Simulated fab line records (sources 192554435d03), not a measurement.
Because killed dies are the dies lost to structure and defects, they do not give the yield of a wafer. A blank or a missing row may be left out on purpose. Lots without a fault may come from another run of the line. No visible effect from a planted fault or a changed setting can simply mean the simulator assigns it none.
Struck lot and sound lot, side by side + flow n5Finfet + 15 out of 1938 route steps
Sound: wafers L186.2, L186.4, L186.6. Struck: wafer L190.2. (L190.3, L190.6 of the same lot were not struck and are left out.) The cause comes at the end.
At each step with rows: each side's tool, then ch and its chambers, then its first start. Under that, the readings that differ: sound wafers + struck wafers + difference of the means + sigmas: that difference in standard deviations of wafers without a fault.
alike: words and numbers the same on both sides, and readings whose means are apart by under 2 such deviations; not compared: readings that were withheld, readings missing a value for some wafer, numbers with overlapping values and no deviation given by the record, and bounds like >300 which may hide the same value.
Wherever a step has rows on one side only, a row that says differs or no value, or a row with sigmas, the two part there. When numbers do not overlap yet have no deviation, they are printed without sigmas and do not part them. A reading missing from all wafers of one side parts the sides only when that side holds two or more wafers.

first, 2 steps without rows for these wafers: N5_BEOL_M3_ANNEAL_87 (time 240 s); N5_BEOL_M3_SPUTTER_88 (material Cu, target thk 4.5 nm, time 8.29 s).
N5_BEOL_M3_ANNEAL_89: time 240 s.
  sound on pvdSputter-03 at day 9 22:46; struck on pvdSputter-01 at day 10 20:44
  alike: heaterPowerW
N5_BEOL_M3_SPUTTER_90: material Cu, target thk 4.5 nm, time 8.29 s.
  sound on pvdSputter-03 at day 9 22:54; struck on pvdSputter-01 at day 10 20:53
  alike: throttleValvePct
N5_BEOL_M3_ANNEAL_91: time 240 s.
  sound on pvdSputter-03 at day 9 22:59; struck on pvdSputter-01 at day 10 20:58
  alike: heaterPowerW
then, 1 step without rows for these wafers: N5_BEOL_M3_SPUTTER_92 (material Cu, target thk 4.5 nm, time 8.29 s).
N5_BEOL_M3_ANNEAL_93: time 240 s.
  sound on pvdSputter-03 at day 9 23:12; struck on pvdSputter-01 at day 10 21:11
  alike: heaterPowerW
N5_BEOL_M3_SPUTTER_94: material Cu, target thk 4.5 nm, time 8.29 s.
  sound on pvdSputter-03 at day 9 23:20; struck on pvdSputter-01 at day 10 21:19
  alike: throttleValvePct
then, 4 steps without rows for these wafers: N5_BEOL_M3_ANNEAL_95 (time 240 s); N5_BEOL_M3_SPUTTER_96 (material Cu, target thk 4.5 nm, time 8.29 s); N5_BEOL_M3_ECD_50 (material Cu, target thk 300 nm); N5_BEOL_M3_ANNEAL_51 (time 90 s).
N5_BEOL_M3_CMP_52: polishes, stops on SiOC, t overpolish 6.8 s, target thk 40 nm.
  sound on cmp-02 ch 0,1, day 10 00:04; struck on cmp-02 ch 2, day 10 22:14
| reading               | sound                | struck | difference | sigmas |
|-----------------------|----------------------|--------|------------|--------|
| headPressurePsi (psi) | 1.0013 1.0008 1.0000 | 0.9403 | -0.0604    | -30    |
  alike: barrierFieldEndpointS, clearingPlatenDownForcePsi, motorCurrentA, overpolishRunS, timeToEndpointS
  not compared: padLifeWafers
N5_BEOL_M4_RC_MEAS_101:
  sound on prober-02 ch 0, day 10 11:26; struck on prober-02 ch 0, day 11 12:35
  alike: DIBL_N, DIBL_P, IOFF_N, IOFF_P, ION_N, ION_P, SS_N, SS_P, VT_N, VT_P
then, 1 step without rows for these wafers: N5_PASSIVATION_PROBE_49.

## WHERE THEY PART
N5_BEOL_M3_CMP_52 only, going by this record. Later steps at which nothing parts them and some readings are alike: N5_BEOL_M4_RC_MEAS_101.

WHY: what had been put in by the simulator
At N5_BEOL_M3_CMP_52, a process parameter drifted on cmp-02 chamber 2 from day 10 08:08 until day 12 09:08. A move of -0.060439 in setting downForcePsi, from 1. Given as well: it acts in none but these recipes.
